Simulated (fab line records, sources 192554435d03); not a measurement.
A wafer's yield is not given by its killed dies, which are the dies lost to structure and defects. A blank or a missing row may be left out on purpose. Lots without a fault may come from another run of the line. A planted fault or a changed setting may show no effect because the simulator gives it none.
fab line records    flow n5-finfet
[record] lots = 4  wafers = 12  last-day = 17
route steps=1938 shown BEOL_M4@1099 BEOL_M5@1112 BEOL_M9@1464 PASSIVATION@1936
lots that met no fault: from a run of the same line without faults
start-h: hours from the record's first day to the start of the lot's first wafer shown    wait-h: how many hours have passed since the lot's step before this one    " repeats the value in the row above    L1.1+2: one row covering several wafers at once    - no value, or no start given    * or withheld: withheld    < > ~ a bound
route shown NAME@n: names a module that has steps shown in the file, with the first one's number in the route    usual: mean and standard deviation over wafers with no fault    same: alike in all rows    chamber/n: place in a boat    sites: readings site by site    _std_site: standard deviation across them    _edge_site: mean of outer sites minus mean of inner sites    radius-mm: for every site, how far away it sits from the centre of the wafer    mask NAME#n: copy n    behind: the last tool/chamber to shape the wafer    hold: cause of the lot's hold/its duration in hours/its outcome    device: names the non-switching transistor (n, p or np)    end of line: tests of these same wafers at the route's end    step lacking rows: just its recipe    killed: dies that structure and defects cost at the first sort, which is not the same as the wafer's yield    map: the dies of a wafer, with x for killed, . for not killed, _ for no die there
set.NAME: the run value of the setting; set.NAME@STEP: its run value at that earlier step    model.NAME: the simulator's own value behind a step, which no gauge read
certain route steps with their lots: each step a table, each wafer a row
services: when a tool's chamber went out of use (start-h, in hours from the record's first day, below 0 if earlier), for how many hours, and the reason
[[steps]]
[step N5_BEOL_M4_ANNEAL_95]
[recipe] temp-c = 400  time-s = 240  ambient = vacuum
[step N5_BEOL_M4_SPUTTER_96]
[recipe] material = Cu  target-thk-a = 45  temp-c = -20  chamber-pressure-pa = 0.07  power-w = withheld  time-s = 8.29
[step N5_BEOL_M4_ECD_50]
[recipe] material = Cu  target-thk-a = 3000
[step N5_BEOL_M4_ANNEAL_51]
[recipe] temp-c = 225  time-s = 90  ambient = N2
[step N5_BEOL_M4_CMP_52]
[recipe] stop-on = SiOC  t-overpolish-s = 6.8  down-force-psi = 1  platen-rpm = 50  clearing-platen-down-force-psi = 1.5  clearing-platen-rpm = 50  post-cmp-clean = cu-alkaline  target-thk-nm = 40  clearing-platen-pad-velocity-m-s = 0.99484  pad-velocity-m-s = 0.99484
[step N5_BEOL_M4_PRE_CLEAN_60]
[recipe] gas = NH3/H2  time-s = 15  temp-c = *  rf-power-w = 300
[step N5_BEOL_M4_CO_CAP_55]
[recipe] material = Co  target-thk-a = 20  temp-c = 200  precursor = CCTBA/H2  pressure-torr = 30  time-s = 102.1
[step N5_BEOL_M4_PRE_CLEAN_56]
[recipe] gas = NH3  time-s = 15  temp-c = withheld  rf-power-w = 300
[step N5_BEOL_M4_DEP_57]
[recipe] material = SiCN  target-thk-a = 80  temp-c = withheld  precursor = 3MS/NH3  pressure-torr = 3  rf-w = 202  time-s = 14
[step N5_BEOL_M4_RC_MEAS_101]
[usual] DIBL_N = 37.5/1.9  DIBL_P = 37.3/2.4  IOFF_N = 0.18/0.038  IOFF_P = 0.23/0.045  ION_N = 677/11  ION_P = 464/8.1  SS_N = 72.0/0.68  SS_P = 73.5/0.77  VT_N = 249/3.3  VT_P = -249/3.6
lot.wafer  tool       chamber  start-h  wait-h  DIBL_N[mV/V]  DIBL_P[mV/V]  IOFF_N[nA/um]  IOFF_P[nA/um]  ION_N[uA/um]  ION_P[uA/um]  SS_N[mV/dec]  SS_P[mV/dec]  VT_N[mV]  VT_P[mV]
L992.1     prober-01  0        183.03   0.0     35.5          39.6          0.18           0.24           691           471           72.2          74.1          250       -250
L992.2     "          0        "        "       38.2          41.0          0.24           0.26           677           463           73.3          74.4          247       -249
L992.6     "          0        "        "       34.7          37.8          0.16           0.22           670           466           72.7          72.8          249       -250
L106.1     prober-01  0        273.54   0.0     42.7          40.1          0.26           0.27           694           468           73.1          74.8          245       -247
L106.3     "          0        "        "       38.8          35.4          0.18           0.20           679           459           72.7          73.6          248       -249
L106.5     "          0        "        "       39.9          36.7          0.21           0.22           684           462           73.8          74.0          248       -251
L107.1     prober-01  0        275.56   0.4     36.6          37.6          0.16           0.26           682           480           71.2          73.3          249       -245
L107.2     "          0        "        "       38.6          41.6          0.22           0.37           686           477           72.2          74.4          244       -239
L107.5     "          0        "        "       38.0          40.6          0.19           0.32           690           485           72.6          74.1          247       -242
L112.1     prober-02  0        300.23   0.0     35.0          34.4          0.13           0.17           669           457           71.8          72.3          257       -253
L112.3     "          0        "        "       34.7          34.7          0.13           0.19           652           452           71.9          72.2          253       -251
L112.6     "          0        "        "       36.7          38.3          0.16           0.22           681           466           71.7          73.1          252       -250
[step N5_BEOL_M5_ILD_DEP_00]
[recipe] material = SiCOH_lowk  target-thk-a = 1406.4  temp-c = 300  precursor = DEMS/porogen  pressure-torr = 5  rf-w = 500  time-s = 25.9
[step N5_BEOL_M5_CURE_79]
[recipe] temp-c = 385  time-s = 240  ambient = He/Ar  material = SiCOH_lowk
[step N5_BEOL_M5_PECVD_70]
[recipe] material = SiO2  target-thk-a = 160  temp-c = 400  precursor = TEOS/O2  pressure-torr = 5.5  rf-w = 450  teos-flow-sccm = 53.8  gas = O2  flow-sccm = 3000  time-s = 18
[step N5_BEOL_M5_HM_DEP_02]
[recipe] material = TiN  target-thk-a = 200  temp-c = 25  chamber-pressure-pa = 0.49996
[step N5_BEOL_M5_COAT_59]
[recipe] resist = SOC  temp-c = 250  time-s = 60  spin-rpm = 1500  resist-thk-nm = 60
[step N5_BEOL_M5_COAT_60]
[recipe] resist = SiARC  temp-c = 220  time-s = 60  spin-rpm = 1500  resist-thk-nm = 12
[step N5_BEOL_M5_COAT_71]
[recipe] resist = underlayer  temp-c = 205  time-s = 60  spin-rpm = 1500  resist-thk-nm = 5
[step N5_BEOL_M5_COAT_05]
[recipe] resist = CAR-EUV  spin-rpm = 1500  resist-thk-nm = 30
[step N5_BEOL_M5_EBR_07]
[recipe] solvent = PGMEA  ebr-width-mm = 1.5
[step N5_BEOL_M5_SOFTBAKE_06]
[recipe] temp-c = 110  time-s = 60  resist = CAR-EUV
[step N5_BEOL_M5_EXPOSE_08]
[recipe] mask-id = M5  na = 0.33  source-shape = annular  sigma-inner = 0.4  sigma-outer = 0.8  polarization = unpolarized  target-cd-nm = 28  dose-mj = 35.75
[step N5_BEOL_M5_PEB_09]
[recipe] peb-temp-c = 100  peb-time-s = 60  resist = CAR-EUV
[step N5_BEOL_M5_DEVELOP_10]
[recipe] develop-time-s = 30  developer = TMAH  resist = CAR-EUV  rinse-liquid = surfactant-rinse  dry = air-spin  dev-temp-c = 23
[step N5_BEOL_M5_DESCUM_16]
[recipe] chemistry = O2  time-s = 7  source-power-w = 50  bias-power-w = 20  pressure-mtorr = 20  rf-frequency-hz = 2.712e+07  temp-c = 40  resist = CAR-EUV  o2-flow-sccm = 225
[step N5_BEOL_M5_ETCH_72]
[recipe] chemistry = N2/H2  target = underlayer  target-depth-a = 65  mask-material = CAR-EUV  time-s = 5.2  ion-energy-ev = 200  pressure-mtorr = 30  source-w = 840  bias-w = 150  n2-flow-sccm = 200  h2-flow-sccm = 200  ends = cleared
[step N5_BEOL_M5_ETCH_61]
[recipe] chemistry = CF4  target = SiARC  target-depth-a = 156  mask-material = CAR-EUV  time-s = 26  ion-energy-ev = 80  pressure-mtorr = 40  source-w = 545  bias-w = 36  Ar_flow_sccm = 100  cf4-flow-sccm = 100  ends = cleared
[step N5_BEOL_M5_ETCH_62]
[recipe] chemistry = N2/H2  target = SOC  target-depth-a = 750  overetch-a = 150  mask-material = SiARC  temp-c = 40  time-s = 112.5  ion-energy-ev = 200  pressure-mtorr = 30  source-w = 840  bias-w = 150  n2-flow-sccm = 200  h2-flow-sccm = 200
[step N5_BEOL_M5_STRIP_63]
[recipe] chemistry = N2/H2  temp-c = 40  n2-flow-sccm = 200  h2-flow-sccm = 200  rf-frequency-hz = 6e+07
[step N5_BEOL_M5_STRIP_73]
[recipe] chemistry = N2/H2  temp-c = 40  n2-flow-sccm = 200  h2-flow-sccm = 200  rf-frequency-hz = 6e+07
[step N5_BEOL_M5_STRIP_64]
[recipe] chemistry = CF4  resist = SiARC  power-w = 300  bias-power-w = 75  pressure-mtorr = 50  cf4-flow-sccm = 150  rf-frequency-hz = 6e+07
[step N5_BEOL_M5_HM_OPEN_17]
[recipe] chemistry = Cl2/BCl3  target-depth-a = 200  overetch-a = 60  target = TiN  mask-material = SOC  ion-energy-ev = 150  pressure-mtorr = 10  icp-w = 1000  bias-w = 126  Cl2_flow_sccm = 53.25  bcl3-flow-sccm = 21.75  Ar_flow_sccm = 25
[step N5_BEOL_M5_STRIP_19]
[recipe] chemistry = O2  power-w = 400  temp-c = 40  pressure-mtorr = 30  rf-frequency-hz = 6e+07  bias-power-w = 0  overash-fraction = 0.2  o2-flow-sccm = 225
[step N5_BEOL_M5_COAT_65]
[recipe] resist = SOC  temp-c = 250  time-s = 60  spin-rpm = 1500  resist-thk-nm = 60
[step N5_BEOL_M5_COAT_66]
[recipe] resist = SiARC  temp-c = 220  time-s = 60  spin-rpm = 1500  resist-thk-nm = 12
[step N5_BEOL_M9_CMP_52]
[recipe] stop-on = SiCOH_lowk  t-overpolish-s = 7  down-force-psi = 1  platen-rpm = 50  clearing-platen-down-force-psi = 1.5  clearing-platen-rpm = 50  post-cmp-clean = cu-alkaline  target-thk-nm = 140  clearing-platen-pad-velocity-m-s = 0.99484  pad-velocity-m-s = 0.99484
[usual] barrier-field-endpoint-s = 28.7/0.88  clearing-platen-down-force-psi = 1.5003/0.0029  motor-current-A = 5.9/0.34  overpolish-run-s = 7.000/0.0088  retaining-ring-pressure-frac = 1.000/0.0046  time-to-endpoint-s = 66/3.8
lot.wafer  tool    chamber  start-h  wait-h  barrier-field-endpoint-s  clearing-platen-down-force-psi  motor-current-A  overpolish-run-s  retaining-ring-pressure-frac  time-to-endpoint-s  model.Cu_of_BEOL_M9_ECD_50.thk-nm  model.SiO2_of_BEOL_M9_PECVD_70.thk-nm
L992.2     cmp-04  3        225.36   0.2     28.1                      1.5016                          6.0              6.998             1.003                         66                  144.2                              0
L992.1     "       1        "        "       27.8                      1.4988                          6.3              6.993             1.005                         62                  129.6                              0
L992.6     "       0        "        "       29.2                      1.4992                          6.3              7.007             0.998                         68                  145.8                              0
L106.3     cmp-03  3        322.59   0.3     -                         -                               -                -                 -                             -                   312.4                              19.6
L106.1     "       0        "        "       -                         -                               -                -                 -                             -                   314                                20
L106.5     "       2        "        "       -                         -                               -                -                 -                             -                   319.8                              20
L107.1     cmp-04  2        323.73   0.3     -                         -                               -                -                 -                             -                   315.4                              19.6
L107.2     "       3        "        "       -                         -                               -                -                 -                             -                   321.6                              19.6
L107.5     "       1        "        "       -                         -                               -                -                 -                             -                   317.4                              20
L112.3     cmp-03  2        346.10   0.3     30.3                      1.5037                          5.9              6.999             0.998                         70                  147                                0
L112.1     "       3        "        "       28.4                      1.5024                          6.1              7.002             1.005                         66                  139.8                              0
L112.6     "       1        "        "       28.0                      1.5001                          5.7              6.993             0.993                         64                  140.6                              0
[step N5_BEOL_M9_THK_MEAS_53]
[recipe] thk-meas-gauge = xrf  reads = Cu_of_BEOL_M9_ECD_50
[usual] M9_THK = 138/3.7
lot.wafer  tool           chamber  start-h  wait-h  M9_THK[nm]
L992.1     film-metro-01  -        225.66   -       127
L992.2     "              -        "        "       141
L992.6     "              -        "        "       142
L106.1     film-metro-02  -        322.81   0.1     309
L106.3     "              -        "        "       306
L106.5     "              -        "        "       315
L107.1     film-metro-02  -        323.95   0.2     304
L107.2     "              -        "        "       313
L107.5     "              -        "        "       309
L112.1     film-metro-01  -        346.36   -       137
L112.3     "              -        "        "       144
L112.6     "              -        "        "       137
[step N5_BEOL_M9_RS_MEAS_57]
[recipe] thk-meas-gauge = four-point-probe  reads = Cu_of_BEOL_M9_ECD_50+Co_of_BEOL_M9_CVD_78+TaN_of_BEOL_M9_ALD_74
[usual] M9_RS = 0.150/0.0044
lot.wafer  tool           chamber  start-h  wait-h  M9_RS[ohm/sq]
L992.1     film-metro-01  -        225.79   0.1     0.164
L992.2     "              -        "        "       0.146
L992.6     "              -        "        "       0.144
L106.1     film-metro-01  -        322.94   0.1     0.061
L106.3     "              -        "        "       0.061
L106.5     "              -        "        "       0.060
L107.1     film-metro-01  -        324.09   0.1     0.061
L107.2     "              -        "        "       0.060
L107.5     "              -        "        "       0.060
L112.1     film-metro-01  -        346.49   0.1     0.151
L112.3     "              -        "        "       0.143
L112.6     "              -        "        "       0.150
[step N5_BEOL_M9_INSPECT_58]
[recipe] inspect-instrument = darkfield  mode = post-dep
[usual] raw-defect-count = 73/25
lot.wafer  tool               chamber  start-h  wait-h  raw-defect-count
L992.1     defect-inspect-01  -        225.82   0.0     97
L992.2     "                  -        "        "       164
L992.6     "                  -        "        "       139
L106.1     defect-inspect-02  -        322.97   0.0     4459
L106.3     "                  -        "        "       4377
L106.5     "                  -        "        "       4402
L107.1     defect-inspect-01  -        324.11   0.0     4465
L107.2     "                  -        "        "       4362
L107.5     "                  -        "        "       4339
L112.1     defect-inspect-02  -        346.52   0.0     77
L112.3     "                  -        "        "       91
L112.6     "                  -        "        "       51
[step N5_PASSIVATION_PROBE_49]
[usual] defect-limited-yield = 91.2/1.5  killed_at_M0_to_M3 = 31/10  killed_at_M4_up = 15/5.9  killed-at-contacts = 13/6  killed-at-front-end = 41/11  killed-at-other = 4/3.1  killed-dies = 104/18  killed-on-rim = 14/4.1  killed-open = 68/13  killed-short = 33/8.1  sort_bin_5_function = 5.1/1.1  sort_bin_6_memory = 3.2/0.69  sort-n-pass = 1076/18  sort-yield-pct = 91.2/1.5
[same] gross-dies = 1180  killed-at-back-side = 0  sort_bin_4_leakage[%] = 0  sort_bin_8_speed[%] = 0
lot.wafer  tool       chamber  start-h  wait-h  defect-limited-yield[%]  killed_at_M0_to_M3  killed_at_M4_up  killed-at-contacts  killed-at-front-end  killed-at-other  killed-dies  killed-on-rim  killed-open  killed-short  sort_bin_5_function[%]  sort_bin_6_memory[%]  sort-n-pass  sort-yield-pct[%]
L992.1     prober-02  -        279.65   0.0     92.5                     28                  8                12                  33                   8                89           11             65           24            5.2                     2.2                   1091         92.5
L992.2     prober-02  -        279.70   0.1     91.4                     43                  5                16                  37                   1                102          16             77           25            5.2                     3.1                   1078         91.4
L992.6     prober-02  -        279.90   0.3     90.0                     41                  13               34                  29                   1                118          8              81           37            6.6                     3.1                   1062         90.0
L107.1     prober-01  -        379.06   0.0     0                        20                  1123             14                  21                   2                1180         152            46           22            3.7                     1.9                   0            0
L107.2     prober-01  -        379.11   0.1     0                        37                  1094             16                  32                   1                1180         152            72           25            4.1                     3.9                   0            0
L107.5     prober-01  -        379.26   0.2     0                        26                  1112             14                  28                   0                1180         152            56           20            3.7                     2.5                   0            0
L106.1     prober-01  -        379.36   0.0     0                        38                  1084             15                  39                   4                1180         152            73           32            5.7                     3.0                   0            0
L106.3     prober-01  -        379.46   0.1     0                        29                  1101             11                  37                   2                1180         152            65           30            4.5                     3.2                   0            0
L106.5     prober-01  -        379.56   0.2     0                        20                  1084             25                  48                   3                1180         152            76           27            6.1                     2.5                   0            0
L112.1     prober-02  -        401.08   0.0     87.2                     73                  12               14                  49                   3                151          14             102          49            7.1                     5.3                   1029         87.2
L112.3     prober-02  -        401.18   0.1     89.5                     36                  14               14                  58                   2                124          14             74           50            5.8                     4.3                   1056         89.5
L112.6     prober-02  -        401.33   0.3     86.9                     57                  18               21                  54                   4                154          16             110          44            8.0                     4.4                   1026         86.9
// killed by level:class
L992.1 STI_FIN_REVEAL:geometric-particle:open=12 MOL_CONTACT_COAG:geometric-particle:open=10 BEOL_M2:geometric-particle:open=8 BEOL_M0_SAQP:geometric-particle:open=6 DUMMY_GATE:geometric-particle:open=4 GATE_CUT:geometric-particle:short=4 BEOL_M4:geometric-particle:open=4 MIM_TOP:geometric-particle:open=4
L992.2 STI_FIN_REVEAL:geometric-particle:open=15 BEOL_M2:geometric-particle:open=13 DUMMY_GATE:geometric-particle:open=9 BEOL_M0_SAQP:geometric-particle:open=9 MOL_CONTACT_COAG:geometric-particle:open=8 MOL_CONTACT_COAG:geometric-particle:short=8 BEOL_M3:geometric-particle:open=6 BEOL_M1:geometric-particle:open=4
L992.6 MOL_CONTACT_COAG:geometric-particle:open=30 BEOL_M0_SAQP:geometric-particle:short=11 BEOL_M0_SAQP:geometric-particle:open=9 STI_FIN_REVEAL:geometric-particle:open=8 DUMMY_GATE:geometric-particle:open=6 BEOL_M2:geometric-particle:open=6 GATE_CUT:geometric-particle:short=4 MOL_CONTACT_COAG:geometric-particle:short=4
L107.1 BEOL_M9:area-cmp=1112 MOL_CONTACT_COAG:geometric-particle:open=11 FIN_SAQP:geometric-particle:open=5 BEOL_M2:geometric-particle:open=5 BEOL_M0_SAQP:geometric-particle:short=4 BEOL_M3:geometric-particle:open=4 STARTING-WAFER:geometric-particle:short=4 MOL_CONTACT_COAG:geometric-particle:short=3
L107.2 BEOL_M9:area-cmp=1083 MOL_CONTACT_COAG:geometric-particle:open=14 FIN_SAQP:geometric-particle:open=12 BEOL_M3:geometric-particle:open=11 BEOL_M2:geometric-particle:open=10 BEOL_M5:geometric-particle:open=6 FIN_SAQP:geometric-particle:short=5 GATE_CUT:geometric-particle:open=4
L107.5 BEOL_M9:area-cmp=1104 MOL_CONTACT_COAG:geometric-particle:open=11 BEOL_M3:geometric-particle:open=9 FIN_SAQP:geometric-particle:short=7 BEOL_M2:geometric-particle:open=5 FIN_SAQP:geometric-particle:open=4 DUMMY_GATE:geometric-particle:open=4 BEOL_M0_SAQP:geometric-particle:open=4
L106.1 BEOL_M9:area-cmp=1074 STI_FIN_REVEAL:geometric-particle:open=14 MOL_CONTACT_COAG:geometric-particle:open=13 FIN_SAQP:geometric-particle:short=7 BEOL_M1:geometric-particle:open=7 BEOL_M0:geometric-particle:open=6 FIN_SAQP:geometric-particle:open=5 BEOL_M0_SAQP:geometric-particle:short=5
L106.3 BEOL_M9:area-cmp=1085 BEOL_M3:geometric-particle:open=11 FIN_SAQP:geometric-particle:open=10 MOL_CONTACT_COAG:geometric-particle:open=10 BEOL_M2:geometric-particle:open=9 FIN_SAQP:geometric-particle:short=7 STI_FIN_REVEAL:geometric-particle:open=6 BEOL_M5:geometric-particle:open=4
L106.5 BEOL_M9:area-cmp=1077 MOL_CONTACT_COAG:geometric-particle:open=18 FIN_SAQP:geometric-particle:open=15 STI_FIN_REVEAL:geometric-particle:open=14 MOL_CONTACT_COAG:geometric-particle:short=7 BEOL_M1:geometric-particle:open=7 FIN_SAQP:geometric-particle:short=6 STI_FIN_REVEAL:geometric-particle:short=5
L112.1 BEOL_M0_SAQP:geometric-particle:open=21 STI_FIN_REVEAL:geometric-particle:open=15 BEOL_M0_SAQP:geometric-particle:short=14 MOL_CONTACT_COAG:geometric-particle:open=11 BEOL_M2:geometric-particle:open=11 BEOL_M3:geometric-particle:open=11 GATE_CUT:geometric-particle:short=9 BEOL_M4:geometric-particle:open=8
L112.3 STI_FIN_REVEAL:geometric-particle:open=21 FIN_SAQP:geometric-particle:short=16 MOL_CONTACT_COAG:geometric-particle:open=11 BEOL_M0_SAQP:geometric-particle:short=11 BEOL_M0_SAQP:geometric-particle:open=9 BEOL_M4:geometric-particle:open=9 BEOL_M3:geometric-particle:open=6 GATE_CUT:geometric-particle:short=5
L112.6 MOL_CONTACT_COAG:geometric-particle:open=19 STI_FIN_REVEAL:geometric-particle:open=17 BEOL_M0_SAQP:geometric-particle:open=16 BEOL_M2:geometric-particle:open=14 BEOL_M0_SAQP:geometric-particle:short=12 BEOL_M4:geometric-particle:open=11 FIN_SAQP:geometric-particle:short=9 ILD0:geometric-particle:open=5
// map L106.1 (x killed, . not)
_________________xxxxxxxxxxxx________________
______________xxxxxxxxxxxxxxxxxx_____________
___________xxxxxxxxxxxxxxxxxxxxxxxx__________
__________xxxxxxxxxxxxxxxxxxxxxxxxxx_________
________xxxxxxxxxxxxxxxxxxxxxxxxxxxxxx_______
_______xxxxxxxxxxxxxxxxxxxxxxxxxxxxxxxx______
______xxxxxxxxxxxxxxxxxxxxxxxxxxxxxxxxxx_____
_____xxxxxxxxxxxxxxxxxxxxxxxxxxxxxxxxxxxx____
____xxxxxxxxxxxxxxxxxxxxxxxxxxxxxxxxxxxxxx___
___xxxxxxxxxxxxxxxxxxxxxxxxxxxxxxxxxxxxxxxx__
___xxxxxxxxxxxxxxxxxxxxxxxxxxxxxxxxxxxxxxxx__
__xxxxxxxxxxxxxxxxxxxxxxxxxxxxxxxxxxxxxxxxxx_
__xxxxxxxxxxxxxxxxxxxxxxxxxxxxxxxxxxxxxxxxxx_
_xxxxxxxxxxxxxxxxxxxxxxxxxxxxxxxxxxxxxxxxxxxx
_xxxxxxxxxxxxxxxxxxxxxxxxxxxxxxxxxxxxxxxxxxxx
_xxxxxxxxxxxxxxxxxxxxxxxxxxxxxxxxxxxxxxxxxxxx
_xxxxxxxxxxxxxxxxxxxxxxxxxxxxxxxxxxxxxxxxxxxx
_xxxxxxxxxxxxxxxxxxxxxxxxxxxxxxxxxxxxxxxxxxxx
_xxxxxxxxxxxxxxxxxxxxxxxxxxxxxxxxxxxxxxxxxxxx
_xxxxxxxxxxxxxxxxxxxxxxxxxxxxxxxxxxxxxxxxxxxx
_xxxxxxxxxxxxxxxxxxxxxxxxxxxxxxxxxxxxxxxxxxxx
__xxxxxxxxxxxxxxxxxxxxxxxxxxxxxxxxxxxxxxxxxx_
__xxxxxxxxxxxxxxxxxxxxxxxxxxxxxxxxxxxxxxxxxx_
___xxxxxxxxxxxxxxxxxxxxxxxxxxxxxxxxxxxxxxxx__
___xxxxxxxxxxxxxxxxxxxxxxxxxxxxxxxxxxxxxxxx__
____xxxxxxxxxxxxxxxxxxxxxxxxxxxxxxxxxxxxxx___
_____xxxxxxxxxxxxxxxxxxxxxxxxxxxxxxxxxxxx____
______xxxxxxxxxxxxxxxxxxxxxxxxxxxxxxxxxx_____
_______xxxxxxxxxxxxxxxxxxxxxxxxxxxxxxxx______
________xxxxxxxxxxxxxxxxxxxxxxxxxxxxxx_______
__________xxxxxxxxxxxxxxxxxxxxxxxxxx_________
___________xxxxxxxxxxxxxxxxxxxxxxxx__________
______________xxxxxxxxxxxxxxxxxx_____________
_________________xxxxxxxxxxxx________________
// map L107.1 (x killed, . not)
_________________xxxxxxxxxxxx________________
______________xxxxxxxxxxxxxxxxxx_____________
___________xxxxxxxxxxxxxxxxxxxxxxxx__________
__________xxxxxxxxxxxxxxxxxxxxxxxxxx_________
________xxxxxxxxxxxxxxxxxxxxxxxxxxxxxx_______
_______xxxxxxxxxxxxxxxxxxxxxxxxxxxxxxxx______
______xxxxxxxxxxxxxxxxxxxxxxxxxxxxxxxxxx_____
_____xxxxxxxxxxxxxxxxxxxxxxxxxxxxxxxxxxxx____
____xxxxxxxxxxxxxxxxxxxxxxxxxxxxxxxxxxxxxx___
___xxxxxxxxxxxxxxxxxxxxxxxxxxxxxxxxxxxxxxxx__
___xxxxxxxxxxxxxxxxxxxxxxxxxxxxxxxxxxxxxxxx__
__xxxxxxxxxxxxxxxxxxxxxxxxxxxxxxxxxxxxxxxxxx_
__xxxxxxxxxxxxxxxxxxxxxxxxxxxxxxxxxxxxxxxxxx_
_xxxxxxxxxxxxxxxxxxxxxxxxxxxxxxxxxxxxxxxxxxxx
_xxxxxxxxxxxxxxxxxxxxxxxxxxxxxxxxxxxxxxxxxxxx
_xxxxxxxxxxxxxxxxxxxxxxxxxxxxxxxxxxxxxxxxxxxx
_xxxxxxxxxxxxxxxxxxxxxxxxxxxxxxxxxxxxxxxxxxxx
_xxxxxxxxxxxxxxxxxxxxxxxxxxxxxxxxxxxxxxxxxxxx
_xxxxxxxxxxxxxxxxxxxxxxxxxxxxxxxxxxxxxxxxxxxx
_xxxxxxxxxxxxxxxxxxxxxxxxxxxxxxxxxxxxxxxxxxxx
_xxxxxxxxxxxxxxxxxxxxxxxxxxxxxxxxxxxxxxxxxxxx
__xxxxxxxxxxxxxxxxxxxxxxxxxxxxxxxxxxxxxxxxxx_
__xxxxxxxxxxxxxxxxxxxxxxxxxxxxxxxxxxxxxxxxxx_
___xxxxxxxxxxxxxxxxxxxxxxxxxxxxxxxxxxxxxxxx__
___xxxxxxxxxxxxxxxxxxxxxxxxxxxxxxxxxxxxxxxx__
____xxxxxxxxxxxxxxxxxxxxxxxxxxxxxxxxxxxxxx___
_____xxxxxxxxxxxxxxxxxxxxxxxxxxxxxxxxxxxx____
______xxxxxxxxxxxxxxxxxxxxxxxxxxxxxxxxxx_____
_______xxxxxxxxxxxxxxxxxxxxxxxxxxxxxxxx______
________xxxxxxxxxxxxxxxxxxxxxxxxxxxxxx_______
__________xxxxxxxxxxxxxxxxxxxxxxxxxx_________
___________xxxxxxxxxxxxxxxxxxxxxxxx__________
______________xxxxxxxxxxxxxxxxxx_____________
_________________xxxxxxxxxxxx________________
[[services]]
tool    chamber  start-h  hours  kind
cmp-03  -        227.22   4.0    pm
cmp-03  -        231.22   -      consumable-replace:conditioner
cmp-03  -        231.22   -      consumable-replace:pad
cmp-04  -        238.70   5.5    pm
cmp-04  -        262.32   11.4   pm
cmp-04  -        279.06   4.0    pm
cmp-04  -        283.06   -      consumable-replace:conditioner
cmp-04  -        283.06   -      consumable-replace:pad
[[key]]
[first-sign] step = N5_BEOL_M9_CMP_52  reading = tool-record  direction = missing
[effect] step = N5_BEOL_M9_THK_MEAS_53  reading = M9_THK  direction = up  sigmas = 47  usual = 138  struck = 309
[effect] step = N5_BEOL_M9_RS_MEAS_57  reading = M9_RS  direction = down  sigmas = 20  usual = 0.150  struck = 0.060
[effect] step = N5_BEOL_M9_INSPECT_58  reading = raw-defect-count  direction = up  sigmas = 99+  usual = 73  struck = 4401
[effect] step = N5_PASSIVATION_PROBE_49  reading = killed_at_M4_up  direction = up  sigmas = 99+  usual = 15  struck = 1100
[model-effect] step = N5_BEOL_M9_CMP_52  value = Cu_of_BEOL_M9_ECD_50.thk-nm  without = 139.8  struck = 316.8
[more-kills-born-at] N5_BEOL_M9_CMP_52@cmp-04 = 3299  N5_BEOL_M9_CMP_52@cmp-03 = 3236
met-at N5_BEOL_M9_CMP_52
struck-wafers L106.1,L106.3,L106.5,L107.1,L107.2,L107.5
later-rows-left-out L106.1,L106.3,L106.5,L107.1,L107.2,L107.5
onset-between 225.36 322.59
[fault] kind = skipped-step-whole  tool = cmp-03,cmp-04  chamber = -  onset-h = 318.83  steps = N5_BEOL_M9_CMP_52  scope = struck-lots-only
// later-rows-left-out: the simulator's readings of these wafers behind a module that went badly wrong aren't trusted and aren't shown, but for the sort
